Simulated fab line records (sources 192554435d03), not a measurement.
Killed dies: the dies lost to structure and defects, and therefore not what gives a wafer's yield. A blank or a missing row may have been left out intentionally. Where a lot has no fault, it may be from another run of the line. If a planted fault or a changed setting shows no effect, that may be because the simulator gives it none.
What tool caused it? / flow n5-finfet / Sampling: 9 lots, 26 wafers, 8 of 1938 route steps

== WHAT EACH GAUGE READ, for each wafer ==
N5_BEOL_M3_INSPECT_59: inspects for defects (darkfield).
lot=L135; measured=day 7 09:08; on=defect-inspect-01; raw-defect-count=72 76 71
lot=L136; measured=day 7 12:29; on=defect-inspect-01; raw-defect-count=71 97 68
lot=L138; measured=day 8 04:22; on=defect-inspect-01; raw-defect-count=110 113 89
lot=L140; measured=day 8 23:18; on=defect-inspect-02; raw-defect-count=64 55
lot=L143; measured=day 9 09:54; on=defect-inspect-01; raw-defect-count=56 45 98
lot=L147; measured=day 10 12:30; on=defect-inspect-02; raw-defect-count=821 59 45
lot=L149; measured=day 10 20:23; on=defect-inspect-02; raw-defect-count=58 34 49
lot=L150; measured=day 11 03:36; on=defect-inspect-02; raw-defect-count=65 91 925
lot=L153; measured=day 12 14:40; on=defect-inspect-02; raw-defect-count=55 34 41

N5_BEOL_M4_INSPECT_13: inspects for defects (brightfield).
lot=L135; measured=day 7 12:08; on=defect-inspect-02; raw-defect-count=377 294 338
lot=L136; measured=day 7 15:29; on=defect-inspect-01; raw-defect-count=520 468 375
lot=L138; measured=day 8 07:09; on=defect-inspect-01; raw-defect-count=563 481 453
lot=L140; measured=day 9 00:59; on=defect-inspect-01; raw-defect-count=401 363
lot=L143; measured=day 9 10:55; on=defect-inspect-02; raw-defect-count=364 262 349
lot=L147; measured=day 10 14:56; on=defect-inspect-02; raw-defect-count=1038 296 300
lot=L149; measured=day 10 22:15; on=defect-inspect-01; raw-defect-count=404 535 352
lot=L150; measured=day 11 04:18; on=defect-inspect-02; raw-defect-count=292 316 1237
lot=L153; measured=day 12 15:30; on=defect-inspect-02; raw-defect-count=293 225 267

N5_BEOL_M4_INSPECT_30: inspects for defects (brightfield).
lot=L135; measured=day 7 13:08; on=defect-inspect-02; raw-defect-count=388 290 348
lot=L136; measured=day 7 16:22; on=defect-inspect-01; raw-defect-count=465 532 388
lot=L138; measured=day 8 08:29; on=defect-inspect-02; raw-defect-count=548 441 423
lot=L140; measured=day 9 01:52; on=defect-inspect-02; raw-defect-count=359 355
lot=L143; measured=day 9 11:58; on=defect-inspect-01; raw-defect-count=374 288 357
lot=L147; measured=day 10 15:54; on=defect-inspect-01; raw-defect-count=1051 310 290
lot=L149; measured=day 11 00:05; on=defect-inspect-02; raw-defect-count=386 500 328
lot=L150; measured=day 11 05:11; on=defect-inspect-02; raw-defect-count=307 303 1260
lot=L153; measured=day 12 16:33; on=defect-inspect-02; raw-defect-count=279 216 250

N5_BEOL_M4_RC_MEAS_101.
lot=L135; measured=day 7 19:19; on=prober-01; DIBL_N (mV/V)=37.7 37.1 34.6; DIBL_P (mV/V)=36.6 35.3 33.2; IOFF_N (nA/um)=0.20 0.16 0.14; IOFF_P (nA/um)=0.28 0.25 0.22; ION_N (uA/um)=690 673 667; ION_P (uA/um)=478 466 463; SS_N (mV/dec)=72.4 71.7 70.9; SS_P (mV/dec)=73.8 73.3 72.3; VT_N (mV)=248 251 252; VT_P (mV)=-245 -246 -245
lot=L136; measured=day 7 23:09; on=prober-02; DIBL_N (mV/V)=34.2 35.2 36.5; DIBL_P (mV/V)=33.7 34.3 36.2; IOFF_N (nA/um)=0.12 0.14 0.16; IOFF_P (nA/um)=0.18 0.20 0.23; ION_N (uA/um)=651 661 690; ION_P (uA/um)=450 456 474; SS_N (mV/dec)=70.9 71.7 71.4; SS_P (mV/dec)=72.6 73.1 73.9; VT_N (mV)=255 253 248; VT_P (mV)=-254 -250 -247
lot=L138; measured=day 8 15:36; on=prober-01; DIBL_N (mV/V)=39.9 36.9 38.6; DIBL_P (mV/V)=42.1 37.2 39.4; IOFF_N (nA/um)=0.24 0.15 0.19; IOFF_P (nA/um)=0.28 0.19 0.21; ION_N (uA/um)=695 686 673; ION_P (uA/um)=472 467 454; SS_N (mV/dec)=71.9 71.3 71.7; SS_P (mV/dec)=73.5 72.6 73.9; VT_N (mV)=246 251 249; VT_P (mV)=-249 -255 -253
lot=L140; measured=day 9 13:37; on=prober-01; DIBL_N (mV/V)=40.1 33.7; DIBL_P (mV/V)=41.0 32.9; IOFF_N (nA/um)=0.24 0.11; IOFF_P (nA/um)=0.39 0.21; ION_N (uA/um)=707 665; ION_P (uA/um)=491 469; SS_N (mV/dec)=72.4 70.6; SS_P (mV/dec)=75.2 73.3; VT_N (mV)=242 255; VT_P (mV)=-239 -247
lot=L143; measured=day 9 19:54; on=prober-02; DIBL_N (mV/V)=37.2 35.4 34.3; DIBL_P (mV/V)=37.6 34.7 33.6; IOFF_N (nA/um)=0.18 0.14 0.12; IOFF_P (nA/um)=0.25 0.20 0.18; ION_N (uA/um)=678 667 666; ION_P (uA/um)=470 464 461; SS_N (mV/dec)=72.1 71.1 70.8; SS_P (mV/dec)=73.8 73.0 72.5; VT_N (mV)=247 252 252; VT_P (mV)=-246 -251 -249
lot=L147; measured=day 10 22:28; on=prober-02; DIBL_N (mV/V)=39.4 38.4 37.4; DIBL_P (mV/V)=40.3 38.3 37.8; IOFF_N (nA/um)=0.22 0.18 0.16; IOFF_P (nA/um)=0.27 0.24 0.22; ION_N (uA/um)=695 674 673; ION_P (uA/um)=469 462 463; SS_N (mV/dec)=72.3 72.2 71.8; SS_P (mV/dec)=74.3 73.6 73.6; VT_N (mV)=248 249 251; VT_P (mV)=-247 -249 -248
lot=L149; measured=day 11 14:37; on=prober-01; DIBL_N (mV/V)=37.1 37.5 36.6; DIBL_P (mV/V)=37.0 36.9 36.5; IOFF_N (nA/um)=0.17 0.17 0.15; IOFF_P (nA/um)=0.25 0.23 0.23; ION_N (uA/um)=683 666 664; ION_P (uA/um)=470 462 459; SS_N (mV/dec)=72.0 72.2 72.2; SS_P (mV/dec)=74.0 73.9 74.0; VT_N (mV)=250 249 253; VT_P (mV)=-248 -252 -248
lot=L150; measured=day 11 22:26; on=prober-02; DIBL_N (mV/V)=37.3 37.1 37.8; DIBL_P (mV/V)=37.5 37.0 38.7; IOFF_N (nA/um)=0.16 0.16 0.17; IOFF_P (nA/um)=0.25 0.24 0.27; ION_N (uA/um)=684 678 687; ION_P (uA/um)=475 473 477; SS_N (mV/dec)=71.5 71.6 72.3; SS_P (mV/dec)=72.4 73.1 73.7; VT_N (mV)=250 251 249; VT_P (mV)=-246 -248 -244
lot=L153; measured=day 12 23:43; on=prober-02; DIBL_N (mV/V)=35.5 35.7 39.6; DIBL_P (mV/V)=36.0 36.7 41.4; IOFF_N (nA/um)=0.13 0.14 0.23; IOFF_P (nA/um)=0.16 0.18 0.26; ION_N (uA/um)=670 675 691; ION_P (uA/um)=450 457 468; SS_N (mV/dec)=71.8 71.1 71.7; SS_P (mV/dec)=72.4 73.8 74.1; VT_N (mV)=250 252 244; VT_P (mV)=-257 -254 -249

== WHICH TOOL RAN EACH LOT (tool, then ch and the chambers of the sampled wafers, then the start) ==
lot=L135; N5_BEOL_M3_SPUTTER_92=pvd-sputter-03, day 7 07:19; N5_BEOL_M3_SPUTTER_94=pvd-sputter-03, day 7 07:32; N5_BEOL_M3_PRE_CLEAN_60=cvd-co-01 ch 0, day 7 08:50; N5_BEOL_M4_HM_DEP_02=pvd-sputter-02, day 7 11:38
lot=L136; N5_BEOL_M3_SPUTTER_92=pvd-sputter-02, day 7 10:59; N5_BEOL_M3_SPUTTER_94=pvd-sputter-02, day 7 11:12; N5_BEOL_M3_PRE_CLEAN_60=cvd-co-02 ch 0,1,2, day 7 12:14; N5_BEOL_M4_HM_DEP_02=pvd-sputter-02, day 7 15:00
lot=L138; N5_BEOL_M3_SPUTTER_92=pvd-sputter-02, day 8 02:51; N5_BEOL_M3_SPUTTER_94=pvd-sputter-02, day 8 03:04; N5_BEOL_M3_PRE_CLEAN_60=cvd-co-02 ch 1,2, day 8 04:07; N5_BEOL_M4_HM_DEP_02=pvd-sputter-02, day 8 06:40
lot=L140; N5_BEOL_M3_SPUTTER_92=pvd-sputter-03, day 8 21:47; N5_BEOL_M3_SPUTTER_94=pvd-sputter-03, day 8 22:01; N5_BEOL_M3_PRE_CLEAN_60=cvd-co-01 ch 0,2, day 8 23:03; N5_BEOL_M4_HM_DEP_02=pvd-sputter-03, day 9 00:31
lot=L143; N5_BEOL_M3_SPUTTER_92=pvd-sputter-03, day 9 08:23; N5_BEOL_M3_SPUTTER_94=pvd-sputter-03, day 9 08:36; N5_BEOL_M3_PRE_CLEAN_60=cvd-co-02 ch 1,2, day 9 09:39; N5_BEOL_M4_HM_DEP_02=pvd-sputter-02, day 9 10:26
lot=L147; N5_BEOL_M3_SPUTTER_92=pvd-sputter-01, day 10 10:50; N5_BEOL_M3_SPUTTER_94=pvd-sputter-01, day 10 11:03; N5_BEOL_M3_PRE_CLEAN_60=cvd-co-02 ch 0,1,2, day 10 12:15; N5_BEOL_M4_HM_DEP_02=pvd-sputter-02, day 10 14:19
lot=L149; N5_BEOL_M3_SPUTTER_92=pvd-sputter-01, day 10 17:31; N5_BEOL_M3_SPUTTER_94=pvd-sputter-01, day 10 17:44; N5_BEOL_M3_PRE_CLEAN_60=cvd-co-01 ch 1,2, day 10 20:08; N5_BEOL_M4_HM_DEP_02=pvd-sputter-03, day 10 21:46
lot=L150; N5_BEOL_M3_SPUTTER_92=pvd-sputter-01, day 11 02:03; N5_BEOL_M3_SPUTTER_94=pvd-sputter-01, day 11 02:16; N5_BEOL_M3_PRE_CLEAN_60=cvd-co-02 ch 0,1,2, day 11 03:20; N5_BEOL_M4_HM_DEP_02=pvd-sputter-03, day 11 03:49
lot=L153; N5_BEOL_M3_SPUTTER_92=pvd-sputter-01, day 12 13:10; N5_BEOL_M3_SPUTTER_94=pvd-sputter-01, day 12 13:23; N5_BEOL_M3_PRE_CLEAN_60=cvd-co-01 ch 0,1,2, day 12 14:25; N5_BEOL_M4_HM_DEP_02=pvd-sputter-02, day 12 14:53
- N5_BEOL_M3_SPUTTER_92: material Cu, target thk 4.5 nm, time 8.29 s.
- N5_BEOL_M3_SPUTTER_94: material Cu, target thk 4.5 nm, time 8.29 s.
- N5_BEOL_M3_PRE_CLEAN_60: time 15 s.
- N5_BEOL_M4_HM_DEP_02: deposits TiN, target thk 20 nm.

== AS READ BY THE TOOLS THEMSELVES (means over the sampled wafers that have a number; for cases with no such wafer, the mark the record gives instead) ==
N5_BEOL_M3_SPUTTER_92.
lot=L135; tool=pvd-sputter-03; chamber-pressure-pa (Pa)=0.07010; susceptor-temp-C (C)=-19.83; throttle-valve-pct (%)=29.9
lot=L136; tool=pvd-sputter-02; chamber-pressure-pa (Pa)=0.06993; susceptor-temp-C (C)=-19.89; throttle-valve-pct (%)=29.1
lot=L138; tool=pvd-sputter-02; chamber-pressure-pa (Pa)=0.06989; susceptor-temp-C (C)=-19.96; throttle-valve-pct (%)=29.2
lot=L140; tool=pvd-sputter-03; chamber-pressure-pa (Pa)=0.07012; susceptor-temp-C (C)=-20.00; throttle-valve-pct (%)=30.1
lot=L143; tool=pvd-sputter-03; chamber-pressure-pa (Pa)=0.07000; susceptor-temp-C (C)=-20.07; throttle-valve-pct (%)=29.8
lot=L147; tool=pvd-sputter-01; chamber-pressure-pa (Pa)=0.07008; susceptor-temp-C (C)=-19.85; throttle-valve-pct (%)=31.4
lot=L149; tool=pvd-sputter-01; chamber-pressure-pa (Pa)=0.06996; susceptor-temp-C (C)=-20.09; throttle-valve-pct (%)=31.7
lot=L150; tool=pvd-sputter-01; chamber-pressure-pa (Pa)=0.06992; susceptor-temp-C (C)=-20.03; throttle-valve-pct (%)=31.7
lot=L153; tool=pvd-sputter-01; chamber-pressure-pa (Pa)=0.06989; susceptor-temp-C (C)=-19.99; throttle-valve-pct (%)=31.9

N5_BEOL_M3_SPUTTER_94.
lot=L135; tool=pvd-sputter-03; chamber-pressure-pa (Pa)=0.07; susceptor-temp-C (C)=-19.96; throttle-valve-pct (%)=29.9
lot=L136; tool=pvd-sputter-02; chamber-pressure-pa (Pa)=0.07; susceptor-temp-C (C)=-19.97; throttle-valve-pct (%)=29.2
lot=L138; tool=pvd-sputter-02; chamber-pressure-pa (Pa)=0.07; susceptor-temp-C (C)=-19.97; throttle-valve-pct (%)=29.2
lot=L140; tool=pvd-sputter-03; chamber-pressure-pa (Pa)=0.07; susceptor-temp-C (C)=-19.95; throttle-valve-pct (%)=30.1
lot=L143; tool=pvd-sputter-03; chamber-pressure-pa (Pa)=0.07; susceptor-temp-C (C)=-20.06; throttle-valve-pct (%)=29.7
lot=L147; tool=pvd-sputter-01; chamber-pressure-pa (Pa)=0.07; susceptor-temp-C (C)=-19.90; throttle-valve-pct (%)=31.4
lot=L149; tool=pvd-sputter-01; chamber-pressure-pa (Pa)=0.07; susceptor-temp-C (C)=-20.00; throttle-valve-pct (%)=31.6
lot=L150; tool=pvd-sputter-01; chamber-pressure-pa (Pa)=0.07; susceptor-temp-C (C)=-20.09; throttle-valve-pct (%)=31.6
lot=L153; tool=pvd-sputter-01; chamber-pressure-pa (Pa)=0.07; susceptor-temp-C (C)=-20.08; throttle-valve-pct (%)=31.7

N5_BEOL_M3_PRE_CLEAN_60.
lot=L135; tool=cvd-co-01; heater-power-w (W)=49
lot=L136; tool=cvd-co-02; heater-power-w (W)=96
lot=L138; tool=cvd-co-02; heater-power-w (W)=91
lot=L140; tool=cvd-co-01; heater-power-w (W)=60
lot=L143; tool=cvd-co-02; heater-power-w (W)=91
lot=L147; tool=cvd-co-02; heater-power-w (W)=97
lot=L149; tool=cvd-co-01; heater-power-w (W)=101
lot=L150; tool=cvd-co-02; heater-power-w (W)=96
lot=L153; tool=cvd-co-01; heater-power-w (W)=78

N5_BEOL_M4_HM_DEP_02.
lot=L135; tool=pvd-sputter-02; chamber-pressure-pa (Pa)=0.5001; susceptor-temp-C (C)=25.00; throttle-valve-pct (%)=28.8
lot=L136; tool=pvd-sputter-02; chamber-pressure-pa (Pa)=0.5005; susceptor-temp-C (C)=25.03; throttle-valve-pct (%)=28.4
lot=L138; tool=pvd-sputter-02; chamber-pressure-pa (Pa)=0.4996; susceptor-temp-C (C)=24.93; throttle-valve-pct (%)=28.6
lot=L140; tool=pvd-sputter-03; chamber-pressure-pa (Pa)=0.5006; susceptor-temp-C (C)=24.98; throttle-valve-pct (%)=29.6
lot=L143; tool=pvd-sputter-02; chamber-pressure-pa (Pa)=0.4986; susceptor-temp-C (C)=25.07; throttle-valve-pct (%)=28.2
lot=L147; tool=pvd-sputter-02; chamber-pressure-pa (Pa)=0.4994; susceptor-temp-C (C)=25.06; throttle-valve-pct (%)=29.1
lot=L149; tool=pvd-sputter-03; chamber-pressure-pa (Pa)=0.4996; susceptor-temp-C (C)=25.05; throttle-valve-pct (%)=30.0
lot=L150; tool=pvd-sputter-03; chamber-pressure-pa (Pa)=0.4997; susceptor-temp-C (C)=24.87; throttle-valve-pct (%)=30.3
lot=L153; tool=pvd-sputter-02; chamber-pressure-pa (Pa)=0.5003; susceptor-temp-C (C)=24.98; throttle-valve-pct (%)=28.6

== THE ANSWER, worked out from the rows above alone ==
Rule: the lots themselves supply what counts as usual. Put in order of their means at a reading, lots are off if they are a third of the lots or fewer, leave a main group of 4 or more, and stand apart from it by a gap of 3 or more times the standard deviation of the main group's means; of several such gaps the widest counts. A main group is skipped when, at the precision printed for the reading in the tables above, its means are all equal. Also off: a lot with no number at a reading for which 4 or more lots have one. Where the step has rows for the other lots, those lots are counted as sound. After the gauges, taken in route order, come the tools' own readings; for these a lot's mean is taken, as printed above. The first step at which some lot is off is used, and at that step the reading that is off furthest; a lot without a number counts as furthest.
Off: L147, L150, at N5_BEOL_M3_INSPECT_59 (raw-defect-count). For the main group the mean is 67 and the standard deviation 19.
If a tool, at a process step before that reading, ran all the lots that are off and no sound lot after the first of them, it fits. The gauges at N5_BEOL_M3_INSPECT_59 are tried like those tools. One candidate fits, namely cvd-co-02 at N5_BEOL_M3_PRE_CLEAN_60. Its last sound lot is L143 (day 9 09:39), its first lot that is off L147 (day 10 12:15): a fault that began between those two fits.

== WHAT THE SIMULATOR PUT IN ==
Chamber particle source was cvd-co-02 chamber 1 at N5_BEOL_M3_PRE_CLEAN_60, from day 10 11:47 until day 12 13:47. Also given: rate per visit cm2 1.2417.
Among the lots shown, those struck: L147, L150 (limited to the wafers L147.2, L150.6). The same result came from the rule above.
